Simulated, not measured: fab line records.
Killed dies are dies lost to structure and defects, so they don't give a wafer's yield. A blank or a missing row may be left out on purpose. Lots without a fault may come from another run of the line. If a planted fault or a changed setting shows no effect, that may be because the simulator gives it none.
fab line records | flow n5_finfet | part 1 of 2: steps 1 to 26 of 38
[record] lots = 5 wafers = 15 last_day = 16
route steps=1938 shown SD_EPI_P@320 SD_ACTIVATION@330 ILD0@335 SDB@347
lots untouched by any fault: they come from a run of this same line in which no faults occurred
start_h: start of the lot's first displayed wafer, in hours after the record's first day | wait_h: hours from the lot's prior step to this one | " identical to the entry in the row above | L1.1+2: several wafers, shown together as one row | - either no value or no given start | * or withheld: withheld | < > ~ a bound
route shown NAME@n: names a module that has steps shown in the file, with the first one's number in the route | usual: mean/standard deviation taken from wafers without a fault | same: alike in all rows | chamber/n: place in a boat | sites: the reading at each site | _std_site: their standard deviation | _edge_site: inner sites' mean taken away from outer sites' mean | radius_mm: for every site, how far away it sits from the centre of the wafer | mask NAME#n: copy n | behind: the most recent tool/chamber to have shaped the wafer | hold: the reason the lot was held/the length of the hold in hours/how it ended | device: names the non-switching transistor (n, p or np) | end of line: tests of these same wafers at the route's end | step lacking rows: just its recipe | killed: count of dies lost to structure and defects at first sort (not the wafer's yield) | map: shows each die of a wafer: x if killed, . if not, _ if none is there
set.NAME: setting as actually run; set.NAME@STEP: the setting as run at that earlier step | model.NAME: the simulator's own value behind a step, which no gauge read
a table for each step, a row for each wafer; lots at some steps of the route
services: from which hour (start_h, from the record's first day; less than 0 if before it) a tool's chamber was out of use, for how many hours, and why
[[steps]]
[step N5_SD_EPI_P_VAPOR_ETCH_44]
[recipe] chemistry = NF3/Ar target = SiGe30 temp_c = 25 time_s = 3.3 mode = isotropic
// columns lot.wafer tool chamber start_h wait_h
L078.1+2+4 epi_rpcvd-04 0 78.75 0.1
L081.2+4+5 epi_rpcvd-01 0 97.75 0.2
L082.1+2+3 epi_rpcvd-04 0 102.41 0.1
L083.1+2+5 epi_rpcvd-02 0 109.82 0.1
L086.4+5+6 epi_rpcvd-01 0 128.16 0.1
[step N5_SD_EPI_P_EPI_21]
[recipe] material = SiGe:B dopant = B temp_c = 550 pressure_torr = 20 ambient = H2 time_s = 355
// columns lot.wafer tool chamber start_h wait_h
L078.1+2+4 epi_rpcvd-04 0 78.93 0.1
L081.2+4+5 epi_rpcvd-01 0 98.43 0.6
L082.1+2+3 epi_rpcvd-04 0 102.59 0.1
L083.1+2+5 epi_rpcvd-02 0 110.00 0.1
L086.4+5+6 epi_rpcvd-01 0 129.33 1.1
[step N5_SD_EPI_P_EPI_MEAS_23]
[recipe] mode = xrd
[usual] thk_nm = 61.1/1.3
// columns lot.wafer tool chamber start_h wait_h thk_nm
L078.1 film_metro-02 - 81.14 1.9 59.0
L078.2 " - " " 59.4
L078.4 " - " " 61.0
L081.2 film_metro-01 - 100.87 2.0 61.8
L081.4 " - " " 59.6
L081.5 " - " " 60.7
L082.1 film_metro-01 - 104.79 1.8 63.0
L082.2 " - " " 62.1
L082.3 " - " " 61.0
L083.1 film_metro-02 - 112.20 1.8 61.4
L083.2 " - " " 58.2
L083.5 " - " " 61.1
L086.4 film_metro-01 - 130.45 0.8 60.3
L086.5 " - " " 62.1
L086.6 " - " " 59.4
[step N5_SD_EPI_P_HM_STRIP_48]
[recipe] chemistry = H3PO4 temp_c = 160 material = SiNx target = SiNx target_depth_a = 30 overetch_fraction = 0.3
// columns lot.wafer tool chamber start_h wait_h
L078.1+2+4 wet_bench-06 2,4,5 81.17 0.0
L081.2+4+5 wet_bench-06 1,4,7 100.91 0.0
L082.1+2+3 wet_bench-05 7,6,3 104.82 0.0
L083.1+2+5 wet_bench-02 5,3,4 112.23 0.0
L086.4+5+6 wet_bench-02 4,0,3 130.48 0.0
[step N5_SD_EPI_P_SRD_49]
[recipe] dry = ipa_marangoni time_s = 30 temp_c = 23 rinse_liquid = diw
// columns lot.wafer tool chamber start_h wait_h
L078.1+2+4 wet_bench-06 2,4,5 81.22 0.0
L081.2+4+5 wet_bench-06 1,4,7 100.96 0.0
L082.1+2+3 wet_bench-05 7,6,3 104.88 0.0
L083.1+2+5 wet_bench-02 5,3,4 112.28 0.0
L086.4+5+6 wet_bench-02 4,0,3 130.53 0.0
[step N5_SD_EPI_P_PRECLEAN_24]
[recipe] chemistry = O3/DIW time_s = 45 temp_c = 22 o3_ppm = 10
// columns lot.wafer tool chamber start_h wait_h
L078.1+2+4 wet_bench-06 2,4,5 81.24 0.0
L081.2+4+5 wet_bench-06 1,4,7 100.98 0.0
L082.1+2+3 wet_bench-05 7,6,3 104.90 0.0
L083.1+2+5 wet_bench-02 5,3,4 112.30 0.0
L086.4+5+6 wet_bench-02 4,0,3 130.55 0.0
[step N5_SD_EPI_P_PRECLEAN_32]
[recipe] chemistry = dHF time_s = 10 dilution = 500:1 temp_c = 25
// columns lot.wafer tool chamber start_h wait_h
L078.1+2+4 wet_bench-06 2,4,5 81.26 0.0
L081.2+4+5 wet_bench-06 1,4,7 100.99 0.0
L082.1+2+3 wet_bench-05 7,6,3 104.91 0.0
L083.1+2+5 wet_bench-02 5,3,4 112.32 0.0
L086.4+5+6 wet_bench-02 4,0,3 130.56 0.0
[step N5_SD_EPI_P_PRECLEAN_33]
[recipe] chemistry = SC2 time_s = 45 temp_c = 35 mix = 1:1:50
// columns lot.wafer tool chamber start_h wait_h
L078.1+2+4 wet_bench-06 2,4,5 81.26 0.0
L081.2+4+5 wet_bench-06 1,4,7 100.99 0.0
L082.1+2+3 wet_bench-05 7,6,3 104.92 0.0
L083.1+2+5 wet_bench-02 5,3,4 112.32 0.0
L086.4+5+6 wet_bench-02 4,0,3 130.56 0.0
[step N5_SD_EPI_P_SRD_25]
[recipe] time_s = 30 temp_c = 23 rinse_liquid = diw dry = ipa_marangoni
// columns lot.wafer tool chamber start_h wait_h
L078.1+2+4 wet_bench-06 2,4,5 81.27 0.0
L081.2+4+5 wet_bench-06 1,4,7 101.00 0.0
L082.1+2+3 wet_bench-05 7,6,3 104.93 0.0
L083.1+2+5 wet_bench-02 5,3,4 112.33 0.0
L086.4+5+6 wet_bench-02 4,0,3 130.58 0.0
[step N5_SD_EPI_P_INSPECT_26]
[recipe] inspect_instrument = darkfield mode = post_epi
[usual] raw_defect_count = 177/42
// columns lot.wafer tool chamber start_h wait_h raw_defect_count
L078.1 defect_inspect-01 - 81.31 0.0 136
L078.2 " - " " 156
L078.4 " - " " 207
L081.2 defect_inspect-02 - 101.04 0.0 179
L081.4 " - " " 232
L081.5 " - " " 172
L082.1 defect_inspect-01 - 104.97 0.0 159
L082.2 " - " " 176
L082.3 " - " " 151
L083.1 defect_inspect-01 - 112.37 0.0 122
L083.2 " - " " 119
L083.5 " - " " 150
L086.4 defect_inspect-01 - 130.62 0.0 169
L086.5 " - " " 147
L086.6 " - " " 173
[step N5_SD_ACTIVATION_RTA_00]
[recipe] temp_c = 975 time_s = 0 ambient = N2 idle_temp_c = 600 ramp_up_c_per_s = 150 ramp_down_c_per_s = 60 cool_to_c = 600
[usual] lamp_power_pct = 8.96/0.047 lamp_zone_3_pct = 8.951/0.026 lamp_zone_6_pct = 8.879/0.027 lamp_zone_7_pct = 9.349/0.027 wafer_temp_C_max = 975.0/2.3
// columns lot.wafer tool chamber start_h wait_h lamp_power_pct lamp_zone_3_pct lamp_zone_6_pct lamp_zone_7_pct wafer_temp_C_max
L078.1 rtp_anneal-02 0 81.34 0.0 9.02 8.941 8.874 9.393 972.2
L078.2 " 0 " " 9.00 8.974 8.868 9.323 973.3
L078.4 " 0 " " 8.94 8.965 8.931 9.346 976.4
L081.2 rtp_anneal-01 0 101.17 0.1 8.95 8.943 8.888 9.321 978.7
L081.4 " 0 " " 9.00 8.978 8.923 9.292 976.1
L081.5 " 0 " " 8.95 8.921 8.923 9.347 973.0
L082.1 rtp_anneal-02 0 105.14 0.2 8.95 8.958 8.888 9.333 980.1
L082.2 " 0 " " 8.95 9.016 8.892 9.311 974.2
L082.3 " 0 " " 8.95 8.930 8.892 9.374 975.8
L083.1 rtp_anneal-02 0 112.56 0.2 8.92 8.945 8.878 9.358 981.0
L083.2 " 0 " " 8.99 8.951 8.891 9.299 974.6
L083.5 " 0 " " 8.98 8.972 8.838 9.350 976.9
L086.4 rtp_anneal-02 0 130.82 0.2 9.00 8.911 8.850 9.353 976.1
L086.5 " 0 " " 8.94 8.945 8.890 9.373 975.2
L086.6 " 0 " " 8.96 8.965 8.882 9.327 972.0
[step N5_SD_ACTIVATION_LSA_01]
[recipe] temp_c = 1080 time_s = 0.0008 ambient = N2
[usual] wafer_temp_C_max = 1086.6/1.2
// columns lot.wafer tool chamber start_h wait_h wafer_temp_C_max
L078.1 laser_anneal-01 0 81.54 0.2 1087.1
L078.2 " 0 " " 1087.8
L078.4 " 0 " " 1085.5
L081.2 laser_anneal-02 0 101.37 0.2 1089.9
L081.4 " 0 " " 1085.4
L081.5 " 0 " " 1086.2
L082.1 laser_anneal-01 0 105.35 0.2 1087.7
L082.2 " 0 " " 1087.7
L082.3 " 0 " " 1087.3
L083.1 laser_anneal-02 0 112.76 0.2 1085.9
L083.2 " 0 " " 1085.0
L083.5 " 0 " " 1087.1
L086.4 laser_anneal-01 0 131.02 0.2 1087.8
L086.5 " 0 " " 1087.0
L086.6 " 0 " " 1089.4
[step N5_SD_ACTIVATION_RS_MEAS_03]
[recipe] thk_meas_gauge = four-point-probe
[usual] RS_SD_N = 21.99/0.26 RS_SD_P = 56.2/0.95
// columns lot.wafer tool chamber start_h wait_h RS_SD_N[ohm/sq] RS_SD_P[ohm/sq]
L078.1 film_metro-02 - 81.74 0.2 21.87 56.8
L078.2 " - " " 22.11 57.1
L078.4 " - " " 21.49 57.0
L081.2 film_metro-02 - 101.58 0.2 22.27 56.1
L081.4 " - " " 22.59 55.5
L081.5 " - " " 22.20 55.6
L082.1 film_metro-01 - 105.56 0.2 21.49 56.2
L082.2 " - " " 21.69 56.6
L082.3 " - " " 21.68 56.5
L083.1 film_metro-01 - 112.97 0.2 21.97 55.5
L083.2 " - " " 22.09 56.9
L083.5 " - " " 22.28 56.3
L086.4 film_metro-02 - 131.20 0.1 22.21 55.6
L086.5 " - " " 21.94 55.4
L086.6 " - " " 22.24 56.5
[step N5_SD_ACTIVATION_INSPECT_02]
[recipe] inspect_instrument = darkfield mode = post_anneal
[usual] raw_defect_count = 179/41
// columns lot.wafer tool chamber start_h wait_h raw_defect_count
L078.1 defect_inspect-01 - 82.06 0.2 150
L078.2 " - " " 152
L078.4 " - " " 194
L081.2 defect_inspect-02 - 101.88 0.1 180
L081.4 " - " " 232
L081.5 " - " " 168
L082.1 defect_inspect-01 - 105.88 0.2 165
L082.2 " - " " 171
L082.3 " - " " 155
L083.1 defect_inspect-02 - 113.29 0.2 118
L083.2 " - " " 127
L083.5 " - " " 145
L086.4 defect_inspect-01 - 131.46 0.1 160
L086.5 " - " " 163
L086.6 " - " " 184
[step N5_ILD0_LINER_00]
[recipe] material = SiNx target_thk_a = 40 temp_c = 400 ald_precursor_family = SiH2I2 ald_co_reactant = N2/H2-plasma pulse_time_s = 1 purge_time_s = 2 co_reactant_purge_time_s = 2 ald_cycles = 80 pressure_torr = 2
[usual] heater_power_w = 861/88 precursor_pulse_height_rel = 0.998/0.019
// columns lot.wafer tool chamber start_h wait_h heater_power_w precursor_pulse_height_rel
L078.1 ald_sin-04 1 82.10 0.0 776 0.973
L078.2 " 3 " " 921 0.972
L078.4 " 2 " " 872 0.998
L081.2 ald_sin-02 3 102.16 0.3 784 1.014
L081.4 " 1 " " 949 0.970
L081.5 " 1 " " 945 1.010
L082.1 ald_sin-01 0 106.74 0.9 780 1.033
L082.2 " 2 " " 897 1.008
L082.3 " 3 " " 992 0.983
L083.1 ald_sin-02 2 113.46 0.2 693 0.971
L083.2 " 1 " " 944 0.997
L083.5 " 2 " " 715 1.019
L086.4 ald_sin-02 2 131.49 0.0 708 1.017
L086.5 " 2 " " 706 0.998
L086.6 " 1 " " 935 1.033
[step N5_ILD0_FCVD_FILL_01]
[recipe] material = SiO2_flowable target_thk_a = 2000 temp_c = 100 pressure_torr = 0.8 rf_w = 2000 time_s = 328.3
// columns lot.wafer tool chamber start_h wait_h
L078.1+2+4 fcvd-01 1,0,0 82.52 0.2
L081.2+4+5 fcvd-02 1,1,0 102.58 0.2
L082.1+2+3 fcvd-01 0,1,0 107.16 0.2
L083.1+2+5 fcvd-01 0,1,1 113.87 0.2
L086.4+5+6 fcvd-02 1,1,0 132.03 0.3
[step N5_ILD0_CURE_02]
[recipe] temp_c = 450 time_s = 1800 ambient = steam idle_temp_c = 400 ramp_up_c_per_min = 5 ramp_down_c_per_min = 3 densification_p_h2o_torr = 640
// columns lot.wafer tool chamber start_h wait_h
L078.1+2+4 furnace-02 0 82.91 0.3
L081.2+4+5 furnace-03 0 102.97 0.3
L082.1+2+3 furnace-03 0 107.55 0.3
L083.1+2+5 furnace-02 0 114.27 0.3
L086.4+5+6 furnace-02 0 132.30 0.2
[step N5_ILD0_CMP_03]
[recipe] stop_on = SiNx t_overpolish_s = 1.9 post_cmp_clean = alkaline_brush down_force_psi = 4.1491 platen_rpm = 51.796 pad_velocity_m_s = 1.0306 target_thk_nm = 197.38
[usual] edge_zone_pressure_frac = 1.001/0.0054 motor_current_A = 12.9/1.2 overpolish_run_s = 1.899/0.0094 slurry_flow_ml_min = 149.9/0.49 time_to_endpoint_s = 72/3.2
// columns lot.wafer tool chamber start_h wait_h edge_zone_pressure_frac motor_current_A overpolish_run_s slurry_flow_ml_min time_to_endpoint_s
L078.1 cmp-03 0 84.48 0.0 0.997 11.8 1.901 150.6 74
L078.2 " 2 " " 0.995 10.5 1.895 150.1 75
L078.4 " 3 " " 1.006 13.4 1.896 150.1 70
L081.4 cmp-01 1 104.52 0.0 1.000 14.9 1.893 151.0 75
L081.2 " 3 " " 1.006 12.7 1.900 149.4 71
L081.5 " 2 " " 1.004 11.5 1.896 150.4 78
L082.2 cmp-03 3 109.12 0.0 1.008 12.7 1.921 150.4 69
L082.3 " 0 " " 0.998 11.6 1.902 149.6 76
L082.1 " 2 " " 1.000 10.6 1.901 149.6 76
L083.2 cmp-01 2 115.82 0.0 1.005 11.6 1.897 150.2 77
L083.1 " 1 " " 0.992 14.2 1.908 150.1 74
L083.5 " 3 " " 1.002 12.7 1.889 148.8 73
L086.4 cmp-02 3 133.91 0.1 1.002 13.0 1.902 150.6 69
L086.6 " 2 " " 0.997 13.5 1.904 150.6 67
L086.5 " 3 " " 0.990 12.0 1.896 149.6 70
[step N5_ILD0_THK_MEAS_04]
[usual] thk_nm = 197.4/1.1
// columns lot.wafer tool chamber start_h wait_h thk_nm
L078.1 film_metro-02 - 84.77 - 197.4
L078.2 " - " " 198.4
L078.4 " - " " 197.1
L081.2 film_metro-02 - 104.82 - 196.6
L081.4 " - " " 197.2
L081.5 " - " " 199.0
L082.1 film_metro-01 - 109.42 - 198.3
L082.2 " - " " 195.9
L082.3 " - " " 198.7
L083.1 film_metro-02 - 116.12 - 198.2
L083.2 " - " " 199.0
L083.5 " - " " 198.7
L086.4 film_metro-01 - 134.17 - 198.5
L086.5 " - " " 197.0
L086.6 " - " " 196.3
[step N5_ILD0_CMP_07]
[recipe] stop_on = poly-Si material = SiO2_flowable t_overpolish_s = 1.18 post_cmp_clean = alkaline_brush down_force_psi = 4.1491 platen_rpm = 51.796 pad_velocity_m_s = 1.0306 target_thk_nm = 138.88
[usual] edge_zone_pressure_frac = 1.001/0.0051 motor_current_A = 12.7/1.3 slurry_flow_ml_min = 149.9/0.44
// columns lot.wafer tool chamber start_h wait_h edge_zone_pressure_frac motor_current_A slurry_flow_ml_min
L078.1 cmp-03 0 84.97 0.2 0.995 11.6 149.9
L078.2 " 1 " " 1.001 15.2 150.2
L078.4 " 3 " " 1.002 12.9 149.9
L081.2 cmp-03 2 104.85 0.0 1.005 10.9 150.9
L081.4 " 3 " " 1.006 12.9 149.9
L081.5 " 2 " " 1.006 10.9 150.5
L082.2 cmp-01 2 109.45 0.0 0.995 11.3 150.1
L082.1 " 0 " " 0.997 12.8 150.5
L082.3 " 1 " " 1.002 14.8 150.3
L083.1 cmp-02 2 116.15 0.0 1.000 12.8 149.7
L083.2 " 1 " " 1.006 12.0 150.4
L083.5 " 2 " " 1.004 14.2 149.8
L086.4 cmp-03 2 134.23 0.1 1.005 10.3 150.3
L086.5 " 1 " " 1.001 14.5 149.9
L086.6 " 2 " " 0.998 11.2 151.1
[step N5_ILD0_THK_MEAS_08]
[usual] thk_nm = 138.9/1.1
// columns lot.wafer tool chamber start_h wait_h thk_nm
L078.1 film_metro-02 - 85.26 - 140.0
L078.2 " - " " 139.5
L078.4 " - " " 138.2
L081.2 film_metro-01 - 105.14 - 140.3
L081.4 " - " " 137.9
L081.5 " - " " 139.2
L082.1 film_metro-02 - 109.74 - 138.4
L082.2 " - " " 140.8
L082.3 " - " " 139.0
L083.1 film_metro-02 - 116.44 - 139.3
L083.2 " - " " 138.1
L083.5 " - " " 138.8
L086.4 film_metro-02 - 134.49 - 139.9
L086.5 " - " " 139.0
L086.6 " - " " 140.5
[step N5_ILD0_PRECLEAN_10]
[recipe] chemistry = NF3:NH3 afs_cycles = 5 time_s = 20 temp_c = 30 sublimation_temp_c = 180 sublimation_time_s = 60 pressure_torr = 3 rf_power_w = 30
// columns lot.wafer tool chamber start_h wait_h
L078.1+2+4 remote_plasma-02 1 85.30 0.0
L081.2+4+5 remote_plasma-01 1 105.29 0.1
L082.1+2+3 remote_plasma-02 0 109.78 0.0
L083.1+2+5 remote_plasma-02 1 116.48 0.0
L086.4+5+6 remote_plasma-02 0 134.86 0.4
[step N5_ILD0_ALD_15]
[recipe] material = SiNx target_thk_a = 240 temp_c = 400 ald_precursor_family = SiH2I2 ald_co_reactant = N2/H2-plasma pulse_time_s = 1 ald_cycles = 480 purge_time_s = 2 co_reactant_purge_time_s = 2 pressure_torr = 2
[usual] heater_power_w = 863/90 precursor_pulse_height_rel = 1.002/0.02
// columns lot.wafer tool chamber start_h wait_h heater_power_w precursor_pulse_height_rel
L078.1 ald_sin-04 1 86.36 1.0 792 1.006
L078.2 " 3 " " 933 1.017
L078.4 " 2 " " 894 1.018
L081.2 ald_sin-02 2 105.86 0.5 703 0.990
L081.4 " 3 " " 767 0.960
L081.5 " 1 106.95 1.2 901 0.982
L082.1 ald_sin-04 0 110.46 0.6 867 0.999
L082.2 " 1 " " 783 1.012
L082.3 " 2 " " 860 0.963
L083.1 ald_sin-02 2 117.25 0.7 696 1.001
L083.2 " 3 " " 762 0.985
L083.5 " 0 118.34 1.3 805 1.011
L086.4 ald_sin-01 0 135.24 0.3 780 1.001
L086.5 " 1 136.33 1.3 973 1.013
L086.6 " 2 " " 899 0.961
[step N5_ILD0_CMP_12]
[recipe] stop_on = poly-Si material = SiNx t_overpolish_s = 6 post_cmp_clean = alkaline_brush down_force_psi = 2.5 platen_rpm = 51.8 pad_velocity_m_s = 1.0307 target_thk_nm = 17.67
[usual] edge_zone_pressure_frac = 1.000/0.0045 motor_current_A = 9.4/0.9 overpolish_run_s = 6.001/0.0089 slurry_flow_ml_min = 150.0/0.48 time_to_endpoint_s = 28.2/2.6
// columns lot.wafer tool chamber start_h wait_h edge_zone_pressure_frac motor_current_A overpolish_run_s slurry_flow_ml_min time_to_endpoint_s
L078.2 cmp-03 1 88.56 1.1 1.000 11.3 6.013 150.2 31.3
L078.1 " 3 " " 1.004 9.2 5.989 149.7 26.2
L078.4 " 0 " " 0.993 8.4 5.998 150.2 27.6
L081.2 cmp-03 1 108.15 1.2 0.998 10.9 6.014 149.2 29.8
L081.4 " 2 " " 1.009 7.6 5.994 149.9 29.4
L081.5 " 0 " " 1.003 8.9 5.995 149.7 29.1
L082.1 cmp-02 3 112.70 1.2 1.002 9.2 5.997 149.9 30.2
L082.2 " 0 " " 1.005 10.5 6.006 149.3 27.9
L082.3 " 1 " " 1.009 9.3 6.013 149.4 28.0
L083.1 cmp-01 3 119.67 1.3 0.998 9.0 6.001 149.6 26.1
L083.2 " 1 " " 1.001 10.9 5.994 150.2 26.5
L083.5 " 3 " " 1.000 9.1 6.004 150.7 27.5
L086.4 cmp-02 1 137.44 1.1 1.000 9.1 5.990 150.2 28.9
L086.5 " 1 " " 0.996 9.2 5.997 150.2 29.2
L086.6 " 2 " " 0.994 9.7 6.007 150.1 27.8
[step N5_ILD0_THK_MEAS_13]
[usual] thk_nm = 17.5/1.1
// columns lot.wafer tool chamber start_h wait_h thk_nm
L078.1 film_metro-01 - 88.85 - 16.9
L078.2 " - " " 19.3
L078.4 " - " " 18.0
L081.2 film_metro-01 - 108.37 - 17.5
L081.4 " - " " 17.7
L081.5 " - " " 17.3
L082.1 film_metro-02 - 112.95 - 18.3
L082.2 " - " " 18.1
L082.3 " - " " 16.4
L083.1 film_metro-02 - 119.93 - 17.1
L083.2 " - " " 18.6
L083.5 " - " " 17.0
L086.4 film_metro-01 - 137.74 - 17.6
L086.5 " - " " 17.2
L086.6 " - " " 17.2
[step N5_ILD0_INSPECT_06]
[recipe] inspect_instrument = darkfield mode = post_cmp
[usual] raw_defect_count = 40/19
// columns lot.wafer tool chamber start_h wait_h raw_defect_count
L078.1 defect_inspect-02 - 88.88 0.0 21
L078.2 " - " " 12
L078.4 " - " " 34
L081.2 defect_inspect-02 - 108.40 0.0 55
L081.4 " - " " 129
L081.5 " - " " 76
L082.1 defect_inspect-01 - 112.98 0.0 22
L082.2 " - " " 39
L082.3 " - " " 26
L083.1 defect_inspect-02 - 119.96 0.0 47
L083.2 " - " " 51
L083.5 " - " " 42
L086.4 defect_inspect-01 - 137.77 0.0 31
L086.5 " - " " 36
L086.6 " - " " 47
